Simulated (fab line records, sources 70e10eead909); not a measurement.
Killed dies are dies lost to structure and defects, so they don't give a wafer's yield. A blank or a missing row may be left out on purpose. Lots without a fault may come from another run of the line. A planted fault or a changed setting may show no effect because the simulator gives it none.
fab line records | flow nand_harc
record lots=13 wafers=39 last_day=33
route steps=1302 shown A_DECK1_JOINT@526 A_BONDPAD@1218 THIN_TSV@1279 END@1302
lots that met no fault: from a run of the same line without faults
start_h: hours from the record's first day to the start of the lot's first wafer shown | wait_h: hours since the lot's step before | " the same as in the row above | L1.1+2: a row that stands for several wafers | - no value, or no start given | * or withheld: withheld | < > ~ a bound
route shown NAME@n: a module of which the file shows steps, and the number in the route of the first | usual: mean/standard deviation of fault-free wafers | same: alike in all rows | chamber/n: place in a boat | sites: the reading at each site | _std_site: their standard deviation | _edge_site: outer sites' mean less inner sites' | radius_mm: how far each site lies from the wafer's centre | mask NAME#n: copy n | behind: the tool/chamber that last shaped the wafer | hold: why the lot was held/for how many hours/how that ended | device: the transistor (n, p or np) that didn't switch | end of line: the same wafers' tests at the end of the route | a step without rows: its recipe alone | killed: dies lost to structure and defects at the first sort, not the wafer's yield | map: a wafer's dies, x killed, . not, _ none there
set.NAME: the setting as run; set.NAME@STEP: as run at that earlier step | model.NAME: the simulator's own value behind a step, which no gauge read
steps of the route over a sample of lots; a table a step, a row a wafer
services: from which hour (start_h, from the record's first day; less than 0 if before it) a tool's chamber was out of use, for how many hours, and why
## steps
# step NHARC_A_DECK1_JOINT_CVD_12
# recipe target_thk_a=900 temp_c=620 pressure_mtorr=200 time_s=1800 material=poly-Si
# usual zone_power_lower_pct=9.1/0.65
# columns lot.wafer tool chamber start_h wait_h zone_power_lower_pct
L375.2 lpcvd_poly-02 0 257.85 2.5 9.6
L375.5 " 0 " " 9.8
L375.6 " 0 " " 9.7
L376.1 lpcvd_poly-02 0 270.99 4.7 9.6
L376.2 " 0 " " 9.7
L376.5 " 0 " " 9.7
L377.1 lpcvd_poly-02 0 280.25 2.6 9.8
L377.4 " 0 " " 9.7
L377.6 " 0 " " 9.7
L378.4 lpcvd_poly-03 0 286.26 2.6 8.6
L378.5 " 0 " " 8.8
L378.6 " 0 " " 8.7
L379.1 lpcvd_poly-03 0 289.57 2.6 8.6
L379.2 " 0 " " 8.8
L379.5 " 0 " " 8.7
L380.2 lpcvd_poly-02 0 300.71 2.5 9.5
L380.3 " 0 " " 9.8
L380.6 " 0 " " 9.6
L381.1 lpcvd_poly-04 0 311.43 2.4 8.1
L381.4 " 0 " " 8.3
L381.6 " 0 " " 8.2
L384.2 lpcvd_poly-02 0 340.44 2.6 9.6
L384.3 " 0 " " 9.5
L384.5 " 0 " " 9.8
L386.2 lpcvd_poly-02 0 361.68 2.6 9.6
L386.3 " 0 " " 9.6
L386.5 " 0 " " 9.6
L388.2 lpcvd_poly-02 0 361.68 2.5 9.6
L388.3 " 0 " " 9.7
L388.5 " 0 " " 9.8
L396.3 lpcvd_poly-03 0 455.12 3.6 8.6
L396.4 " 0 " " 8.6
L396.5 " 0 " " 8.7
L395.2 lpcvd_poly-02 0 458.55 2.6 9.8
L395.3 " 0 " " 9.6
L395.5 " 0 " " 9.6
L397.1 lpcvd_poly-03 0 465.60 2.5 8.7
L397.3 " 0 " " 8.9
L397.5 " 0 " " 8.7
# step NHARC_A_BONDPAD_DESCUM_11
# recipe time_s=3 o2_flow_sccm=200 ar_flow_sccm=0 bias_power_w=0 chemistry=O2
# usual chamber_pressure_mTorr=60.00/0.05 drypump_motor_current_A=5.8/0.42 oes_product_au=1.000/0.0083 rf_vpp_V=57.7/0.89 showerhead_plenum_p_Torr=1.89/0.058 throttle_valve_pct=11.312/0.0095
# columns lot.wafer tool chamber start_h wait_h chamber_pressure_mTorr drypump_motor_current_A oes_product_au rf_hours_counter_h rf_vpp_V showerhead_plenum_p_Torr throttle_valve_pct
L375.2 rie_diel-11 2 524.70 - 60.07 6.0 1.005 3 56.3 1.87 11.328
L375.5 " 2 " " 60.01 6.0 1.015 - 56.7 1.87 11.325
L375.6 " 3 " " 59.99 6.3 1.006 - 57.6 1.89 11.309
L376.1 rie_diel-05 3 552.66 - 59.92 4.9 1.016 18 58.0 1.84 11.321
L376.2 " 0 " " 60.03 5.5 1.007 24 56.5 1.87 11.305
L376.5 " 3 " " 60.02 4.9 1.014 - 59.0 1.84 11.305
L379.1 rie_diel-11 0 567.70 - 59.95 6.3 1.001 4 58.0 1.85 11.304
L379.2 " 1 " " 60.01 5.9 1.002 4 57.6 1.87 11.305
L379.5 " 0 " " 59.99 6.3 1.013 - 56.2 1.85 11.331
L377.1 rie_diel-11 3 568.57 - 59.90 6.2 1.004 4 55.0 1.89 11.311
L377.4 " 2 " " 60.04 6.0 1.002 4 57.4 1.87 11.314
L377.6 " 0 " " 59.97 6.2 1.018 - 56.7 1.85 11.304
L378.4 rie_diel-11 2 572.31 - 59.98 6.0 1.005 4 58.0 1.87 11.319
L378.5 " 2 " " 59.95 6.1 0.995 - 57.9 1.87 11.325
L378.6 " 3 " " 59.98 6.3 0.993 - 58.0 1.89 11.312
L380.3 rie_diel-05 2 581.83 - 60.06 5.8 1.005 29 57.9 1.90 11.325
L380.2 " 3 " " 60.00 4.9 1.002 23 57.5 1.84 11.312
L380.6 " 0 " " 59.94 5.5 1.017 - 58.5 1.87 11.315
L381.4 rie_diel-11 3 604.21 - 59.98 6.3 0.982 5 58.3 1.89 11.308
L381.1 " 0 " " 59.96 6.2 0.992 5 57.7 1.85 11.319
L381.6 " 0 " " 60.01 6.3 0.990 - 56.9 1.85 11.312
L384.2 rie_diel-05 1 626.13 - 60.05 5.5 1.013 1 58.2 2.00 11.304
L384.3 " 3 " " 60.05 4.9 0.999 1 57.3 1.84 11.326
L384.5 " 1 " " 60.00 5.5 1.014 - 57.6 2.00 11.310
L388.2 rie_diel-05 2 653.53 - 60.01 5.8 1.009 8 57.7 1.90 11.306
L388.3 " 0 " " 60.01 5.5 0.996 8 58.2 1.86 11.297
L388.5 " 1 " " 60.01 5.5 1.007 - 60.3 2.00 11.309
L386.3 rie_diel-03 0 655.41 - 60.01 6.3 1.005 2 57.1 1.82 11.314
L386.2 " 1 " " 59.99 6.2 1.001 2 60.5 2.06 11.330
L386.5 " 1 " " 59.99 6.2 0.997 - 58.7 2.06 11.321
L395.3 rie_diel-11 1 736.82 - 60.02 5.9 1.007 4 57.0 1.87 11.320
L395.2 " 2 " " 60.03 6.0 0.994 4 56.1 1.87 11.316
L395.5 " 1 " " 60.02 5.9 1.005 - 57.8 1.87 11.312
L396.3 rie_diel-05 2 738.02 - 59.96 5.8 0.997 23 56.7 1.90 11.294
L396.4 " 0 " " 59.99 5.5 0.994 22 58.8 1.86 11.309
L396.5 " 2 " " 60.09 5.8 1.013 - 56.0 1.90 11.297
L397.1 rie_diel-11 2 743.51 - 59.99 6.0 0.991 4 58.4 1.87 11.296
L397.3 " 3 " " 59.97 6.3 0.993 4 58.0 1.89 11.301
L397.5 " 1 " " 60.01 5.9 1.003 - 57.2 1.87 11.310
# step NHARC_A_BONDPAD_THK_MEAS_20
# recipe thk_meas_gauge=xrf
# usual thk_nm=169.9/1.6
# columns lot.wafer tool chamber start_h wait_h thk_nm
L375.2 film_metro-01 - 527.06 - 168.4
L375.5 " - " " 170.2
L375.6 " - " " 170.6
L376.1 film_metro-01 - 554.99 - 167.5
L376.2 " - " " 170.3
L376.5 " - " " 167.8
L379.1 film_metro-01 - 570.05 - 169.1
L379.2 " - " " 168.1
L379.5 " - " " 167.9
L377.1 film_metro-02 - 570.92 - 170.2
L377.4 " - " " 167.2
L377.6 " - " " 170.4
L378.4 film_metro-01 - 574.78 - 169.9
L378.5 " - " " 173.0
L378.6 " - " " 169.0
L380.2 film_metro-02 - 584.24 - 168.9
L380.3 " - " " 170.0
L380.6 " - " " 170.0
L381.1 film_metro-01 - 606.58 - 171.3
L381.4 " - " " 169.9
L381.6 " - " " 171.5
L384.2 film_metro-01 - 628.52 - 168.7
L384.3 " - " " 167.9
L384.5 " - " " 166.9
L388.2 film_metro-02 - 656.21 - 171.6
L388.3 " - " " 170.2
L388.5 " - " " 172.2
L386.2 film_metro-01 - 657.77 - 170.7
L386.3 " - " " 169.6
L386.5 " - " " 168.8
L395.2 film_metro-02 - 739.25 - 170.8
L395.3 " - " " 170.2
L395.5 " - " " 168.5
L396.3 film_metro-01 - 740.44 - 169.4
L396.4 " - " " 170.4
L396.5 " - " " 169.7
L397.1 film_metro-02 - 746.13 - 171.8
L397.3 " - " " 174.1
L397.5 " - " " 169.6
# step NHARC_THIN_TSV_DEGAS_53
# recipe temp_c=300 time_s=60
# usual heater_power_w=488/50
# columns lot.wafer tool chamber start_h wait_h heater_power_w
L375.2 pvd_sputter-03 - 545.46 0.1 501
L375.5 " - " " 515
L375.6 " - " " 405
L376.1 pvd_sputter-02 - 574.45 0.1 488
L376.2 " - " " 507
L376.5 " - " " 553
L379.1 pvd_sputter-01 - 587.31 0.1 517
L379.2 " - " " 486
L379.5 " - " " 535
L377.1 pvd_sputter-03 - 588.38 0.1 406
L377.4 " - " " 401
L377.6 " - " " 499
L378.4 pvd_sputter-03 - 591.87 0.1 489
L378.6 " - " " 408
L378.5 " - " " 500
L380.3 pvd_sputter-03 - 604.92 0.1 501
L380.2 " - " " 527
L380.6 " - " " 503
L381.1 pvd_sputter-03 - 627.33 0.1 508
L381.4 " - " " 394
L381.6 " - " " 499
L384.2 pvd_sputter-01 - 647.13 0.1 527
L384.3 " - " " 493
L384.5 " - " " 486
L386.2 pvd_sputter-03 - 673.18 0.1 507
L386.3 " - " " 501
L386.5 " - " " 404
L388.3 pvd_sputter-01 - 674.23 0.1 507
L388.2 " - " " 536
L388.5 " - " " 536
L395.3 pvd_sputter-02 - 761.93 0.1 554
L395.2 " - " " 523
L395.5 " - " " 559
L396.4 pvd_sputter-02 - 762.99 0.1 568
L396.3 " - " " 499
L396.5 " - " " 541
L397.3 pvd_sputter-03 - 764.26 0.1 442
L397.1 " - " " 517
L397.5 " - " " 472
# step NHARC_END_SORT_01
# recipe temp_c=25
# usual killed_at_array=59/20 killed_at_other=0.8/1 killed_at_periphery=3.2/2.1 killed_dies=63/21 killed_open=3.0/1.9 killed_short=2.3/1.5
# same gross_dies=677
# columns lot.wafer tool chamber start_h wait_h killed_at_array killed_at_other killed_at_periphery killed_dies killed_open killed_short
L386.2 prober-01 0 686.67 2.8 128 0 4 132 4 2
L386.3 prober-01 0 687.46 3.1 97 0 3 100 2 0
L386.5 prober-01 0 689.05 3.7 109 2 7 118 2 1
L388.2 prober-01 0 694.47 2.8 116 0 2 118 2 0
L388.3 prober-01 0 695.26 3.1 117 0 3 120 5 1
L388.5 prober-01 0 696.86 3.7 129 0 0 129 0 2
# killed by level:class
L386.2 A_DECK1_JOINT:unspecified=61 A_SLIT:chamber_film_flake=31 A_CONTACT:chamber_film_flake=10 A_CHANNEL_HOLE_D1:chamber_film_flake=7 A_STAIRCASE:chamber_film_flake=5 A_CHANNEL_FILL_D2:chamber_film_flake=3 A_WL_FILL:chamber_film_flake=2 A_CHANNEL_FILL_D1:geometric_particle:open=1
L386.3 A_DECK1_JOINT:unspecified=46 A_SLIT:chamber_film_flake=27 A_CHANNEL_HOLE_D1:chamber_film_flake=10 A_CONTACT:chamber_film_flake=5 A_STAIRCASE:chamber_film_flake=4 P_CONTACT:chamber_film_flake=2 A_BLC:chamber_film_flake=2 A_SGD_CUT:geometric_particle:open=1
L386.5 A_DECK1_JOINT:unspecified=59 A_SLIT:chamber_film_flake=32 A_CONTACT:chamber_film_flake=5 A_CHANNEL_HOLE_D1:chamber_film_flake=4 A_SGD_CUT:chamber_film_flake=3 P_ZERO_WELL:chamber_film_flake=2 P_CONTACT:chamber_film_flake=2 A_CHANNEL_HOLE_D2:chamber_film_flake=2
L388.2 A_DECK1_JOINT:unspecified=57 A_CHANNEL_HOLE_D1:chamber_film_flake=21 A_CHANNEL_HOLE_D2:chamber_film_flake=16 A_CONTACT:chamber_film_flake=10 A_CHANNEL_FILL_D2:chamber_film_flake=5 A_STAIRCASE:chamber_film_flake=3 P_CONTACT:geometric_particle:open=1 A_M0:geometric_particle:open=1
L388.3 A_DECK1_JOINT:unspecified=53 A_CHANNEL_HOLE_D1:chamber_film_flake=23 A_CHANNEL_HOLE_D2:chamber_film_flake=23 A_STAIRCASE:chamber_film_flake=6 A_SLIT:chamber_film_flake=3 P_CONTACT:geometric_particle:open=1 P_M1:geometric_particle:open=1 A_CHANNEL_FILL_D1:geometric_particle:open=1
L388.5 A_DECK1_JOINT:unspecified=60 A_CHANNEL_HOLE_D1:chamber_film_flake=27 A_CHANNEL_HOLE_D2:chamber_film_flake=24 A_CONTACT:chamber_film_flake=6 A_STAIRCASE:chamber_film_flake=3 A_ZERO_WELL:chamber_film_flake=2 A_SLIT:chamber_film_flake=2 A_CHANNEL_FILL_D2:chamber_film_flake=2
## services
# columns tool chamber start_h hours kind
rie_diel-05 1 234.06 6.6 repair
rie_diel-05 - 237.82 0.6 repair
rie_diel-05 - 252.25 9.0 pm
rie_diel-11 - 255.50 9.0 pm
rie_diel-05 3 263.37 3.2 repair
rie_diel-05 - 267.07 1.0 repair
rie_diel-05 2 320.37 6.9 repair
rie_diel-11 0 326.31 7.6 repair
pvd_sputter-03 - 348.00 10.0 pm
rie_diel-05 2 365.53 8.4 repair
rie_diel-11 2 391.65 5.0 repair
pvd_sputter-03 - 406.92 3.7 repair
rie_diel-11 1 409.65 6.9 repair
rie_diel-11 - 432.50 9.0 pm
pvd_sputter-03 - 493.02 1.5 repair
pvd_sputter-03 - 526.00 10.0 pm
pvd_sputter-03 - 563.29 2.8 repair
rie_diel-11 2 564.97 2.7 repair
rie_diel-11 - 609.50 9.0 pm
rie_diel-11 3 678.79 3.0 repair
pvd_sputter-03 - 704.00 10.0 pm
lpcvd_poly-02 - 720.42 10.3 repair
pvd_sputter-03 - 733.59 2.1 repair
rie_diel-11 0 735.68 9.8 repair
## key
first_sign step=NHARC_END_SORT_01 reading=killed_at_array direction=up sigmas=2.8 usual=59 struck=116
effect step=NHARC_END_SORT_01 reading=killed_dies direction=up sigmas=2.7 usual=63 struck=120
more_kills_born_at NHARC_A_DECK1_JOINT_CVD_12@lpcvd_poly-02=336
met_at NHARC_A_DECK1_JOINT_CVD_12
struck_lots L386,L388
tester_left_out L386,L388
not_acting_at NHARC_A_BONDPAD_DESCUM_11,NHARC_A_BONDPAD_THK_MEAS_20,NHARC_THIN_TSV_DEGAS_53
onset_between 340.44 361.68
fault kind=chamber_particle_source tool=lpcvd_poly-02 chamber=- onset_h=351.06 steps=NHARC_A_DECK1_JOINT_CVD_12 rate_per_visit_cm2=1.7596 end_h=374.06
# tester_left_out: of these lots the tester's yield and bins aren't shown, on N5 and GAA mostly nor the transistor test; their killed dies are dies lost to structure and defects alone, not to doping, threshold or leakage, so they don't give the yield
